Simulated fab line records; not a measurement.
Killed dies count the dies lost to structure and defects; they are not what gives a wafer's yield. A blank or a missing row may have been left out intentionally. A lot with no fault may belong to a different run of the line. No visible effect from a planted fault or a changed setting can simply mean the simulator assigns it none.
Comparing a struck lot with a sound one ; flow nandHarc ; 13 steps out of a route of 1159
Sound: wafers L949.3, L949.4, L949.5. Struck: wafer L962.2. (L962.1, L962.3 of the same lot were not struck and are left out.) The cause comes at the end.
Each step with rows lists, per side, the tool, then ch with its chambers, then its first start. Under that, the readings that differ: sound wafers ; struck wafers ; difference of the means ; sigmas: that difference in standard deviations of wafers without a fault.
alike: words and numbers the same on both sides, and readings whose means are apart by under 2 such deviations; not compared: readings that were withheld, readings missing a value for some wafer, numbers with overlapping values and no deviation given by the record, and bounds like >300 which may hide the same value.
A row with sigmas, a row that says differs or no value, or rows on one side alone: a step with any of these is where the two part. Non-overlapping numbers with no deviation appear without sigmas and do not part them. Lack of a reading on every wafer of one side parts them only where that side has two or more wafers.

first, 2 steps without rows for these wafers: NHARC_A_ONON_D1_ANNEAL_15 (time 3600 s); NHARC_A_ONON_D1_DEP_16 (target thk 1000 nm).
NHARC_A_ONON_D1_THK_MEAS_18: measures by ellipsometry.
  sound: filmMetro-02 at day 8 00:12; struck: filmMetro-01 at day 11 14:46
  alike: thkNm
after that, 1 step with no rows for these wafers: NHARC_A_ONON_D1_DEP_19 (target thk 1000 nm).
NHARC_A_ONON_D1_THK_MEAS_21: measures by ellipsometry.
  sound: filmMetro-02 at day 8 00:46; struck: filmMetro-02 at day 11 15:20
  alike: thkNm
after that, 1 step with no rows for these wafers: NHARC_A_ONON_D1_DEP_22 (target thk 1000 nm).
NHARC_A_ONON_D1_THK_MEAS_24: measures by ellipsometry.
  sound: filmMetro-02 at day 8 01:19; struck: filmMetro-01 at day 11 15:55
  alike: thkNm
after that, 1 step with no rows for these wafers: NHARC_A_ONON_D1_DEP_25 (target thk 1000 nm).
NHARC_A_ONON_D1_THK_MEAS_27: measures by ellipsometry.
  sound: filmMetro-02 at day 8 01:53; struck: filmMetro-01 at day 11 16:29
  alike: thkNm
after that, 1 step with no rows for these wafers: NHARC_A_ONON_D1_DEP_28 (target thk 1000 nm).
NHARC_A_ONON_D1_THK_MEAS_30: measures by ellipsometry.
  sound: filmMetro-01 at day 8 02:27; struck: filmMetro-02 at day 11 17:04
  alike: thkNm
NHARC_A_ONON_D1_DEP_33: deposits SiO2, target thk 200 nm.
  sound on pecvd-02 ch 0,1,2, day 8 02:33; struck on pecvd-02 ch 0, day 11 17:07
reading;sound;struck;difference;sigmas
mfcPrecursorSccm (sccm);161.5 160.6 161.8;224.6;+63.3;+99 or more
  alike: heaterPowerW, throttleValvePct
NHARC_A_ONON_D1_THK_MEAS_34: measures by ellipsometry.
  sound: filmMetro-01 at day 8 02:55; struck: filmMetro-01 at day 11 17:32
reading;sound;struck;difference;sigmas
thkNm (nm);197 202 204;276;+75;+23

WHERE THEY PART
First at NHARC_A_ONON_D1_DEP_33; last, within this record, at NHARC_A_ONON_D1_THK_MEAS_34.

WHY: what had been put in by the simulator
pecvd-02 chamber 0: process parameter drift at NHARC_A_ONON_D1_DEP_33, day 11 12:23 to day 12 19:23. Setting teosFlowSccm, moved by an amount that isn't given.
